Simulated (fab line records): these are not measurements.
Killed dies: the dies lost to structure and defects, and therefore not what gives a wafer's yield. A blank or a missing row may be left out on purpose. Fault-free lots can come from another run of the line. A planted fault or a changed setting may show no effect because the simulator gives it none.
fab line records	flow n5Finfet
record: lots: 5	wafers: 14	lastDay: 17
route steps=1938 shown BEOL_M5@1182 BEOL_M6@1194 PASSIVATION@1936
lots with no fault: from the same line, run without faults
startH: the number of hours between the record's first day and the start of the first shown wafer of the lot	waitH: hours elapsed since this lot's preceding step	" as in the row above	L1.1+2: one row covering several wafers at once	- no value present, or no start provided	* or withheld: withheld	< > ~ a bound
route shown NAME@n: a module of which the file shows steps, and the number in the route of the first	usual: mean/standard deviation taken from wafers without a fault	same: alike in all rows	chamber/n: place in a boat	sites: each site's reading	_std_site: the values' standard deviation	_edge_site: mean of outer sites minus mean of inner sites	radiusMm: how far each site lies from the wafer's centre	mask NAME#n: copy n	behind: the most recent tool/chamber to have shaped the wafer	hold: why the lot was held/for how many hours/how that ended	device: the n, p or np transistor that did not switch	end of line: the same wafers' tests at the end of the route	where a step has no rows: the recipe by itself	killed: dies that structure and defects cost at the first sort, which is not the same as the wafer's yield	map: a wafer's dies, x killed, . not, _ none there
set.NAME: the setting that was run; set.NAME@STEP: the one run at that earlier step	model.NAME: the simulator's own value behind a step, which no gauge read
a table for each step, a row for each wafer; lots at some steps of the route
services: a tool's chamber out of use, with start hour (startH, from the record's first day; less than 0 if before it), hours out, and reason
== steps ==
step: N5_BEOL_M5_ANNEAL_89
recipe: tempC: 400	timeS: 1800	ambient: vacuum
step: N5_BEOL_M5_SPUTTER_90
recipe: material: Cu	targetThkA: 45	tempC: -20	chamberPressurePa: 0.07	powerW: withheld	timeS: 8.29
step: N5_BEOL_M5_ECD_50
recipe: material: Cu	targetThkA: 3000
step: N5_BEOL_M5_ANNEAL_51
recipe: tempC: 225	timeS: 90	ambient: N2
step: N5_BEOL_M5_CMP_52
recipe: stopOn: SiCOH_lowk	tOverpolishS: 6.9	downForcePsi: 1	platenRpm: 50	clearingPlatenDownForcePsi: 1.5	clearingPlatenRpm: 50	postCmpClean: cuAlkaline	targetThkNm: 62	clearingPlatenPadVelocityMS: 0.99484	padVelocityMS: 0.99484
step: N5_BEOL_M5_PRE_CLEAN_77
recipe: gas: NH3/H2	timeS: 15	tempC: *	rfPowerW: 300
step: N5_BEOL_M5_CO_CAP_78
recipe: material: Co	targetThkA: 20	tempC: 200	precursor: CCTBA/H2	pressureTorr: 30	timeS: 102.1
step: N5_BEOL_M5_PRE_CLEAN_55
recipe: gas: NH3	timeS: 15	tempC: withheld	rfPowerW: 300
step: N5_BEOL_M5_DEP_56
recipe: material: SiCN	targetThkA: 80	tempC: withheld	precursor: 3MS/NH3	pressureTorr: 3	rfW: 202	timeS: 14
step: N5_BEOL_M6_ILD_DEP_00
recipe: material: SiCOH_lowk	targetThkA: 1797.5	tempC: 300	precursor: DEMS/porogen	pressureTorr: 5	rfW: 500	timeS: 33.4
usual: heaterPowerW: 324/43	showerheadPlenumPTorr: 5.733/0.019	throttleValvePct: 13.7/0.89
lot.wafer	tool	chamber	startH	waitH	heaterPowerW	showerheadPlenumPTorr	throttleValvePct	model.SiCOH_lowk_of_BEOL_M6_ILD_DEP_00.thkNm
L560.2	pecvd-04	0	220.58	0.0	380	5.731	14.2	176.2
L560.3	"	1	"	"	347	5.705	13.4	176.2
L560.4	"	1	"	"	342	5.700	13.6	182.4
L572.1	pecvd-04	1	297.93	0.1	341	5.708	13.9	127
L572.2	"	2	"	"	298	5.741	12.4	177
L572.5	"	2	"	"	303	5.742	12.3	127.6
L574.2	pecvd-04	2	300.39	0.0	296	5.741	12.5	176.8
L574.5	"	2	"	"	308	5.724	12.4	125.6
L574.6	"	1	"	"	343	5.718	13.7	181.8
L570.1	pecvd-04	0	307.91	0.0	336	5.760	14.2	125.4
L570.4	"	2	"	"	278	5.763	12.4	181.2
L578.2	pecvd-01	0	317.39	0.0	259	5.705	14.4	180.2
L578.3	"	1	"	"	449	5.738	15.5	180
L578.6	"	2	"	"	317	5.755	13.0	181.8
step: N5_BEOL_M6_CURE_74
recipe: tempC: 385	timeS: 240	ambient: He/Ar	material: SiCOH_lowk
step: N5_BEOL_M6_THK_MEAS_01
recipe: reads: SiCOH_lowk_of_BEOL_M6_ILD_DEP_00
usual: M6_ILD_THK: 155.1/1.8
lot.wafer	tool	chamber	startH	waitH	M6_ILD_THK[nm]
L560.2	filmMetro-01	-	221.16	0.4	151.8
L560.3	"	-	"	"	151.9
L560.4	"	-	"	"	157.4
L572.1	filmMetro-02	-	298.51	0.4	109.1
L572.2	"	-	"	"	152.5
L572.5	"	-	"	"	109.7
L574.2	filmMetro-01	-	300.97	0.4	152.5
L574.5	"	-	"	"	108.0
L574.6	"	-	"	"	156.7
L570.1	filmMetro-01	-	308.50	0.4	107.7
L570.4	"	-	"	"	156.2
L578.2	filmMetro-02	-	317.97	0.4	155.4
L578.3	"	-	"	"	155.2
L578.6	"	-	"	"	156.8
step: N5_BEOL_M6_PECVD_70
recipe: material: SiO2	targetThkA: 200	tempC: 400	precursor: TEOS/O2	pressureTorr: 5.5	rfW: 450	teosFlowSccm: 53.8	gas: O2	flowSccm: 3000	timeS: 22.7
step: N5_BEOL_M6_HM_DEP_02
recipe: material: TiN	targetThkA: 200	tempC: 25	chamberPressurePa: 0.49996
step: N5_BEOL_M6_COAT_59
recipe: resist: SOC	tempC: 250	timeS: 60	spinRpm: 1500	resistThkNm: 100
step: N5_BEOL_M6_COAT_60
recipe: resist: SiARC	tempC: 220	timeS: 60	spinRpm: 1500	resistThkNm: 35
step: N5_BEOL_M6_COAT_05
recipe: resist: CAR-ArF	spinRpm: 1500	resistThkNm: 90
step: N5_BEOL_M6_EBR_07
recipe: solvent: PGMEA	ebrWidthMm: 1.5
step: N5_BEOL_M6_SOFTBAKE_06
recipe: tempC: 110	timeS: 60	resist: CAR-ArF
step: N5_BEOL_M6_EXPOSE_08
recipe: maskId: M6	na: 1.35	sourceShape: dipole	sigmaInner: 0.817	sigmaOuter: 0.97	polarization: te	doseMj: 68.25
step: N5_BEOL_M6_PEB_09
recipe: pebTempC: withheld	pebTimeS: 60	resist: CAR-ArF
step: N5_BEOL_M6_DEVELOP_10
recipe: developTimeS: 30	developer: TMAH	resist: CAR-ArF	rinseLiquid: diw	dry: airSpin	devTempC: 23
step: N5_BEOL_M6_DESCUM_16
recipe: chemistry: O2	timeS: 7.9	sourcePowerW: 50	biasPowerW: 20	pressureMtorr: 20	rfFrequencyHz: 2.712e+07	tempC: 40	resist: CAR-ArF	o2FlowSccm: 225
step: N5_BEOL_M6_ETCH_61
recipe: chemistry: CF4	target: SiARC	targetDepthA: 455	maskMaterial: CAR-ArF	timeS: 75.8	ionEnergyEv: 80	pressureMtorr: 40	sourceW: 545	biasW: 36	Ar_flow_sccm: 100	cf4FlowSccm: 100	ends: cleared
step: N5_BEOL_M6_ETCH_62
recipe: chemistry: N2/H2	target: SOC	targetDepthA: 1100	overetchA: 220	maskMaterial: SiARC	tempC: 40	timeS: 165	ionEnergyEv: 200	pressureMtorr: 30	sourceW: 840	biasW: 150	n2FlowSccm: 200	h2FlowSccm: 200
step: N5_BEOL_M6_STRIP_68
recipe: chemistry: N2/H2	tempC: 40	n2FlowSccm: 200	h2FlowSccm: 200	rfFrequencyHz: 6e+07
step: N5_BEOL_M6_STRIP_67
recipe: chemistry: CF4	resist: SiARC	powerW: 300	biasPowerW: 75	pressureMtorr: 50	cf4FlowSccm: 150	rfFrequencyHz: 6e+07
step: N5_BEOL_M6_HM_OPEN_17
recipe: chemistry: Cl2/BCl3	targetDepthA: 200	overetchA: 60	target: TiN	maskMaterial: SOC	ionEnergyEv: 150	pressureMtorr: 10	icpW: 1000	biasW: 126	Cl2_flow_sccm: 53.25	bcl3FlowSccm: 21.75	Ar_flow_sccm: 25
step: N5_BEOL_M6_STRIP_19
recipe: chemistry: O2	powerW: 400	tempC: 40	pressureMtorr: 30	rfFrequencyHz: 6e+07	biasPowerW: 0	overashFraction: 0.2	o2FlowSccm: 225
step: N5_BEOL_M6_COAT_63
recipe: resist: SOC	tempC: 250	timeS: 60	spinRpm: 1500	resistThkNm: 60
step: N5_BEOL_M6_COAT_64
recipe: resist: SiARC	tempC: 220	timeS: 60	spinRpm: 1500	resistThkNm: 12
step: N5_BEOL_M6_COAT_71
recipe: resist: underlayer	tempC: 205	timeS: 60	spinRpm: 1500	resistThkNm: 5
step: N5_BEOL_M6_COAT_22
recipe: resist: CAR-EUV	spinRpm: 1500	resistThkNm: 30
step: N5_BEOL_M6_EBR_24
recipe: solvent: PGMEA	ebrWidthMm: 1.5
step: N5_BEOL_M6_SOFTBAKE_23
recipe: tempC: 110	timeS: 60	resist: CAR-EUV
step: N5_BEOL_M6_CMP_52
recipe: stopOn: SiCOH_lowk	tOverpolishS: 6.9	downForcePsi: 1	platenRpm: 50	clearingPlatenDownForcePsi: 1.5	clearingPlatenRpm: 50	postCmpClean: cuAlkaline	targetThkNm: 80	clearingPlatenPadVelocityMS: 0.99484	padVelocityMS: 0.99484
usual: edgeZonePressureFrac: 1.000/0.0048	motorCurrentA: 6.1/0.52
lot.wafer	tool	chamber	startH	waitH	edgeZonePressureFrac	motorCurrentA	model.SiCOH_lowk_of_BEOL_M6_ILD_DEP_00.thkNm
L560.2	cmp-03	1	229.54	0.2	0.989	5.4	149
L560.4	"	2	"	"	1.003	6.6	154.2
L560.3	"	3	"	"	1.010	6.8	148.8
L572.1	cmp-02	0	307.38	0.3	0.999	5.8	106.2
L572.2	"	2	"	"	0.997	6.2	149.6
L572.5	"	3	"	"	1.008	5.9	106.8
L574.2	cmp-02	0	309.65	0.4	1.000	5.8	149.4
L574.6	"	0	"	"	1.001	5.9	153.8
L574.5	"	1	"	"	1.003	5.2	105
L570.1	cmp-02	3	315.45	0.3	0.997	6.0	104.8
L570.4	"	0	"	"	1.001	5.9	153.2
L578.3	cmp-02	0	323.99	0.2	0.996	5.8	152.2
L578.2	"	2	"	"	1.000	5.6	152.4
L578.6	"	0	"	"	1.009	6.1	153.8
step: N5_PASSIVATION_PROBE_49
usual: defectLimitedYield: 91.1/1.4	killed_at_M0_to_M3: 34/10	killed_at_M4_up: 14/5.5	killedAtContacts: 12/5.1	killedAtFrontEnd: 41/12	killedAtOther: 4/3.1	killedDies: 105/17	killedOpen: 70/13	killedShort: 33/7.6	sort_bin_5_function: 5.3/0.98	sort_bin_6_memory: 3.3/0.67	sortNPass: 1075/17	sortYieldPct: 91.1/1.4
same: grossDies: 1180	killedAtBackSide: 0	sort_bin_4_leakage[%]: 0	sort_bin_8_speed[%]: 0
lot.wafer	tool	chamber	startH	waitH	defectLimitedYield[%]	killed_at_M0_to_M3	killed_at_M4_up	killedAtContacts	killedAtFrontEnd	killedAtOther	killedDies	killedOpen	killedShort	sort_bin_5_function[%]	sort_bin_6_memory[%]	sortNPass	sortYieldPct[%]
L560.2	prober-02	-	317.81	0.1	91.3	38	7	11	46	1	103	69	32	5.2	3.1	1077	91.3
L560.3	prober-02	-	317.86	0.1	90.8	52	9	11	34	2	108	61	44	4.8	3.6	1072	90.8
L560.4	prober-02	-	317.91	0.2	92.3	25	14	10	38	4	91	56	34	5.2	2.4	1089	92.3
L574.2	prober-02	-	392.74	0.1	89.7	45	20	18	35	3	121	72	46	6.5	3.3	1059	89.7
L574.5	prober-02	-	392.89	0.2	91.0	26	10	16	52	2	106	64	41	5.2	3.5	1074	91.0
L574.6	prober-02	-	392.94	0.3	89.2	24	10	25	64	4	127	100	24	5.8	4.9	1053	89.2
L570.1	prober-02	-	407.92	0.0	91.6	29	18	7	39	6	99	63	36	4.8	3.1	1081	91.6
killed by level:class
L560.2 STI_FIN_REVEAL:geometricParticle:open=11 BEOL_M3:geometricParticle:open=9 MOL_CONTACT_COAG:geometricParticle:open=8 FIN_SAQP:geometricParticle:open=7 BEOL_M0_SAQP:geometricParticle:short=7 GATE_CUT:geometricParticle:open=6 DUMMY_GATE:geometricParticle:open=5 BEOL_M0_SAQP:geometricParticle:open=5
L560.3 BEOL_M2:geometricParticle:open=15 BEOL_M0_SAQP:geometricParticle:open=10 BEOL_M0_SAQP:geometricParticle:short=10 BEOL_M3:geometricParticle:open=7 MOL_CONTACT_COAG:geometricParticle:open=6 MOL_CONTACT_COAG:geometricParticle:short=5 DUMMY_GATE:geometricParticle:open=4 ILD0:geometricParticle:short=4
L560.4 STI_FIN_REVEAL:geometricParticle:open=13 MOL_CONTACT_COAG:geometricParticle:open=6 BEOL_M1:geometricParticle:open=6 BEOL_M2:geometricParticle:open=6 ILD0:geometricParticle:open=5 MOL_CONTACT_COAG:geometricParticle:short=4 PAD_METAL:geometricParticle:short=4 FIN_SAQP:geometricParticle:open=3
L574.2 MOL_CONTACT_COAG:geometricParticle:open=14 BEOL_M2:geometricParticle:open=13 BEOL_M4:geometricParticle:short=9 FIN_SAQP:geometricParticle:open=8 BEOL_M0_SAQP:geometricParticle:short=8 BEOL_M0_SAQP:geometricParticle:open=8 STI_FIN_REVEAL:geometricParticle:open=7 FIN_SAQP:geometricParticle:short=5
L574.5 FIN_SAQP:geometricParticle:short=19 FIN_SAQP:geometricParticle:open=14 MOL_CONTACT_COAG:geometricParticle:open=11 BEOL_M3:geometricParticle:open=9 DUMMY_GATE:geometricParticle:open=6 MOL_CONTACT_COAG:geometricParticle:short=5 BEOL_M0_SAQP:geometricParticle:short=5 BEOL_M2:geometricParticle:open=4
L574.6 STI_FIN_REVEAL:geometricParticle:open=27 MOL_CONTACT_COAG:geometricParticle:open=25 FIN_SAQP:geometricParticle:open=13 FIN_SAQP:geometricParticle:short=8 BEOL_M1:geometricParticle:open=6 STI_FIN_REVEAL:geometricParticle:short=5 BEOL_M2:geometricParticle:open=5 BEOL_M3:geometricParticle:open=5
L570.1 BEOL_M3:geometricParticle:open=10 BEOL_M4:geometricParticle:open=9 FIN_SAQP:geometricParticle:short=8 GATE_CUT:geometricParticle:short=8 STI_FIN_REVEAL:geometricParticle:short=6 BEOL_M2:geometricParticle:open=6 STI_FIN_REVEAL:geometricParticle:open=5 MOL_CONTACT_COAG:geometricParticle:open=5
== services ==
tool	chamber	startH	hours	kind
cmp-03	-	197.60	14.6	pm
cmp-02	-	205.55	4.0	pm
cmp-02	-	209.55	-	consumableReplace:conditioner
cmp-02	-	209.55	-	consumableReplace:pad
cmp-02	-	209.55	3.8	pm
pecvd-04	2	223.93	5.5	scheduledDown
pecvd-01	1	231.43	2.1	scheduledDown
pecvd-04	1	245.84	3.8	repair
cmp-03	-	279.02	0.5	repair
pecvd-01	-	290.28	14.6	pm
cmp-03	-	306.25	2.1	repair
== key ==
firstSign: step: N5_BEOL_M6_THK_MEAS_01	reading: M6_ILD_THK	direction: down	sigmas: 25	usual: 155.1	struck: 108.6
effect none on later readings
modelEffect: step: N5_BEOL_M6_ILD_DEP_00	value: SiCOH_lowk_of_BEOL_M6_ILD_DEP_00.thkNm	without: 179.3	struck: 126.4
modelEffect: step: N5_BEOL_M6_CMP_52	value: SiCOH_lowk_of_BEOL_M6_ILD_DEP_00.thkNm	without: 151.7	struck: 105.7
metAt N5_BEOL_M6_ILD_DEP_00
struckWafers L570.1,L572.1,L572.5,L574.5
onsetBetween 220.58 297.93
fault: kind: processParameterDrift	tool: pecvd-04	chamber: -	onsetH: 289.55	steps: N5_BEOL_M6_ILD_DEP_00	channel: timeS	offset: *	shape: step	endH: 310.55	scope: struckWafersOnly	actsIn: *	stated: *
